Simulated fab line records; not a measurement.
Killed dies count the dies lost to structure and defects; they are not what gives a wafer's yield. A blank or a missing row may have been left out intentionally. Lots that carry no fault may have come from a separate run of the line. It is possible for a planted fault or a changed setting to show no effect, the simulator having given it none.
Problem report, 8D (eight disciplines) form, completed by code | flow nand_harc | the parts of the form that need people (team, actions taken, sign-off) are left out

## 1. THE ISSUE
Mean of plate_temp_C at NHARC_P_M0_PEB_07: 98.17 C across 6 wafers in 2 lots; on wafers with no fault it is 100.02 C (standard deviation 0.16). That is -12 standard deviations from the usual mean.
The step: peb time 65 s.
Earliest sighting: wafer L489.1 on litho_track-06 at day 7 17:37. The record has a number at this step for 42 wafers belonging to 14 lots. Rule for "out" (also "out of limits"): further than 4 standard deviations from the usual mean. Any other wafer with a number is counted as sound.

## 2. WHAT IT IS AND WHAT IT IS NOT
question                    | is                                 | is not
which readings at this step | plate_temp_C, heater_power_total_W | -
which lots                  | L489, L491                         | L482, L483, L484, L486, L487, L488, L494, L497, L501, L503, L504, L505
which wafers of those lots  | all that have a number             | -
read on which tools         | litho_track-06                     | litho_track-01, litho_track-04
when                        | from day 7 17:37                   | up to then (18 sound wafers); but 18 sound wafers of L494, L497, L501, L503, L504, L505 came after

## 3. SUSPECTS, AND WHAT RULES EACH OUT
Counting: a tool at a process step up to the reading stays a suspect if it ran every lot that is out and no sound lot after the first of them.
- rie_diel-12 at NHARC_P_CONTACT_ETCH_35 (etches the open film in CF4, target depth 39 nm, time 65 s): ruled out as a lasting fault. The sound lots L494, L501, L504, L505 went through it after L489, its earliest lot that is out (day 7 12:11).
- litho_track-06 at NHARC_P_M0_PEB_07 (peb time 65 s): ruled out as a lasting fault. The sound lots L503, L504 went through it after L489, its earliest lot that is out (day 7 17:37).
Left after counting: nothing in the record.

## 4. THE CAUSE (what the simulator had put in)
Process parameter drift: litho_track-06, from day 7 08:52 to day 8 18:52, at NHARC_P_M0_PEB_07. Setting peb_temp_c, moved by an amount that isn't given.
Counting ruled it out, wrongly.

## 5. THE EFFECT CHAIN, in route order
Each row: a reading whose mean over the struck wafers that have a number lies more than 3 standard deviations from the usual. Readings are gone through only where the record gives a usual standard deviation; hours: the median, over the lots, of the time from a lot's start at the first step in this table giving one to that lot's start at this step; sigmas: the change measured in usual standard deviations.
hours | step              | reading              | usual    | on struck wafers | change | sigmas
0     | NHARC_P_M0_PEB_07 | heater_power_total_W | 156.6 W  | 152.7            | -3.9   | -9.1
0     | NHARC_P_M0_PEB_07 | plate_temp_C         | 100.02 C | 98.17            | -1.85  | -12
Here are the process steps it includes:
- NHARC_P_M0_PEB_07: peb time 65 s.

## 6. HOW IT WOULD HAVE BEEN CAUGHT EARLIER
The fault began at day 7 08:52; the first out-of-limits reading in this record came at day 7 17:37, 9 hours later.
